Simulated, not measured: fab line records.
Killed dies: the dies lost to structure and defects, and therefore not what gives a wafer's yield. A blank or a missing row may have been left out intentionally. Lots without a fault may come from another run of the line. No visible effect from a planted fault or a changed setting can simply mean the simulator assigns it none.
Struck lot and sound lot, side by side || flow nand-harc || 40 out of 1302 route steps
Sound: wafers L490.1, L490.3, L490.6. Struck: wafers L493.4, L493.6. (L493.2 of the same lot was not struck and is left out.) The cause comes at the end.
For every step that has rows: the tool of each side, followed by ch and its chambers, followed by its first start. Under that, the readings that differ: sound wafers || struck wafers || difference of the means || sigmas: that difference in standard deviations of wafers without a fault.
alike: readings whose means differ by less than 2 such deviations, and words and numbers that are the same on both sides. not compared: withheld readings, readings that some wafer has no value for, bounds like >300 that may hide the same value, and numbers for which the record gives no deviation and whose values overlap.
The two part at a step that has a row with sigmas, a row that says differs or no value, or rows on one side only. Non-overlapping numbers with no deviation appear without sigmas and do not part them. A reading missing from all wafers of one side parts the sides only when that side holds two or more wafers.

NHARC_P_M0_OVL_MEAS_10: pitch 180 nm.
  sound on overlay-01, day 6 13:32; struck on overlay-01, day 7 14:43
  alike: overlay-x-nm, overlay-y-nm
NHARC_P_M0_INSPECT_11:
  sound on defect-inspect-01, day 6 13:35; struck on defect-inspect-01, day 7 14:45
{"reading": "raw-defect-count", "sound": "1 2 6", "struck": "11 10", "difference": "+8", "sigmas": "+3"}
then, 2 steps without rows for these wafers: NHARC_P_M0_DESCUM_14 (chemistry O2, time 3 s); NHARC_P_M0_ETCH_34 (etches the open film in N2/H2, target depth 40 nm, overetch 12 nm, time 43.94 s).
NHARC_P_M0_ETCH_15: etches the open film in C4F8/Ar, target depth 150 nm, overetch 15 nm, time 82.5 s.
  sound: rie-diel-01 ch 0,2; struck: rie-diel-05 ch 2,3
{"reading": "chamber-pressure-mTorr (mTorr)", "sound": "24.958 24.945 24.949", "struck": "24.994 25.033", "difference": "+0.063", "sigmas": "+2"}
{"reading": "rf-vpp-V (V)", "sound": "444.5 441.8 443.4", "struck": "436.1 439.8", "difference": -5.3, "sigmas": -3}
  alike: oes-product-au
  not compared: rf-hours-counter-h
NHARC_P_M0_CD_MEAS_16:
  sound on cd-sem-01, day 6 14:26; struck on cd-sem-01, day 7 15:11
{"reading": "cd-nm (nm)", "sound": "91.5 91.3 91.1", "struck": "87.2 90.5", "difference": -2.5, "sigmas": -2}
NHARC_P_M0_STRIP_18: strips in N2/H2.
  sound on rie-diel-01 ch 0,2,3, day 6 14:34; struck on rie-diel-12 ch 0,3, day 7 15:18
  alike: chamber-pressure-mTorr, drypump-motor-current-A, h2-flow-sccm, oes-product-au, power-w, rf-vpp-V, showerhead-plenum-p-Torr, throttle-valve-pct
  not compared: rf-hours-counter-h
then, 5 steps without rows for these wafers: NHARC_P_M0_STRIP_19 (strips in post etch residue remover, time 600 s); NHARC_P_M0_DEGAS_28 (time 60 s); NHARC_P_M0_PRE_CLEAN_29 (time 30 s); NHARC_P_M0_PVD_20 (deposits TaN, target thk 5 nm, time 8.06 s); NHARC_P_M0_PVD_21 (deposits Cu, target thk 30 nm, time 20.49 s).
NHARC_P_M0_ECD_22: material Cu, target thk 400 nm.
  sound on ecd-cu-02 ch 0,1, day 6 15:25; struck on ecd-cu-02 ch 0,1, day 7 16:13
NHARC_P_M0_ANNEAL_30: time 90 s.
  sound on rtp-anneal-02 ch 0, day 6 15:49; struck on rtp-anneal-01 ch 0, day 7 16:38
  alike: wafer_temp_C_max
then, 1 step without rows for these wafers: NHARC_P_M0_CMP_23 (polishes, t overpolish 20 s, target thk 117.54 nm).
NHARC_P_M0_THK_MEAS_24: measures by xrf.
  sound on film-metro-01, day 6 16:29; struck on film-metro-01, day 7 17:15
  alike: thk-nm
then, 13 steps without rows for these wafers: NHARC_P_M0_SRD_25; NHARC_P_M0_PRE_CLEAN_31 (time 12 s); NHARC_P_M0_DEP_32 (deposits SiCN, target thk 30 nm); NHARC_P_M1_DEP_00 (deposits SiOC, target thk 182.5 nm); NHARC_P_M1_DEHYDRATE_01 (time 120 s); NHARC_P_M1_HMDS_02 (time 30 s); NHARC_P_M1_COAT_34 (time 65 s); NHARC_P_M1_COAT_03 (resist thk 90 nm); NHARC_P_M1_SOFTBAKE_04 (time 55 s); NHARC_P_M1_EBR_05; NHARC_P_M1_EXPOSE_06 (exposes mask P M1, target cd 130 nm); NHARC_P_M1_PEB_07 (peb time 65 s); NHARC_P_M1_DEVELOP_08 (develop time 35 s).
NHARC_P_M1_CD_MEAS_09: the cd target is 130 nm.
  sound on cd-sem-01 ch 0, day 6 18:02; struck on cd-sem-02 ch 0, day 7 18:41
  alike: cd-nm
NHARC_P_M1_OVL_MEAS_10: pitch 260 nm.
  sound on overlay-01, day 6 18:07; struck on overlay-01, day 7 18:46
  alike: overlay-x-nm, overlay-y-nm
NHARC_P_M1_DESCUM_14: chemistry O2, time 3 s.
  sound on rie-diel-10 ch 1,2,3, day 6 18:14; struck on rie-diel-10 ch 1, day 7 18:52
{"reading": "throttle-valve-pct (%)", "sound": "11.306 11.304 11.302", "struck": "11.321 11.323", "difference": "+0.018", "sigmas": "+2"}
  alike: chamber-pressure-mTorr, drypump-motor-current-A, oes-product-au, rf-vpp-V, showerhead-plenum-p-Torr
  not compared: rf-hours-counter-h
NHARC_P_M1_ETCH_35: etches the open film in N2/H2, target depth 40 nm, overetch 12 nm, time 43.94 s.
  sound on rie-diel-10 ch 1,2,3, day 6 18:19; struck on rie-diel-10 ch 0,3, day 7 18:58
  alike: chamber-pressure-mTorr, drypump-motor-current-A, h2-flow-sccm, oes-product-au, rf-vpp-V, showerhead-plenum-p-Torr, throttle-valve-pct
  not compared: rf-hours-counter-h
then, 1 step without rows for these wafers: NHARC_P_M1_ETCH_15 (etches the open film in C4F8/Ar, target depth 182.5 nm, time 91.2 s).
NHARC_P_M1_CD_MEAS_16:
  sound on cd-sem-03, day 6 18:34; struck on cd-sem-03, day 7 19:11
  alike: cd-nm
then, 4 steps without rows for these wafers: NHARC_P_M1_STRIP_18 (strips in N2/H2); NHARC_P_M1_ETCH_28 (etches the open film in CF4/N2, target depth 30 nm, time 72.99 s); NHARC_P_M1_STRIP_19 (strips in post etch residue remover, time 600 s); NHARC_P_M1_DEGAS_29 (time 60 s).
-- jump in the record: it breaks off in module P_M1 and resumes in module END (first step shown: number 1302 of the route), and 18 days separate the struck wafers' starts before and after --
NHARC_END_SORT_01:
  the record has rows for the struck wafers here (prober-01 ch 0, day 25 21:07) and none for the sound ones

## WHERE THEY PART
Last at NHARC_END_SORT_01 as far as this record goes, first at NHARC_P_M0_INSPECT_11.

WHY: the cause the simulator had injected
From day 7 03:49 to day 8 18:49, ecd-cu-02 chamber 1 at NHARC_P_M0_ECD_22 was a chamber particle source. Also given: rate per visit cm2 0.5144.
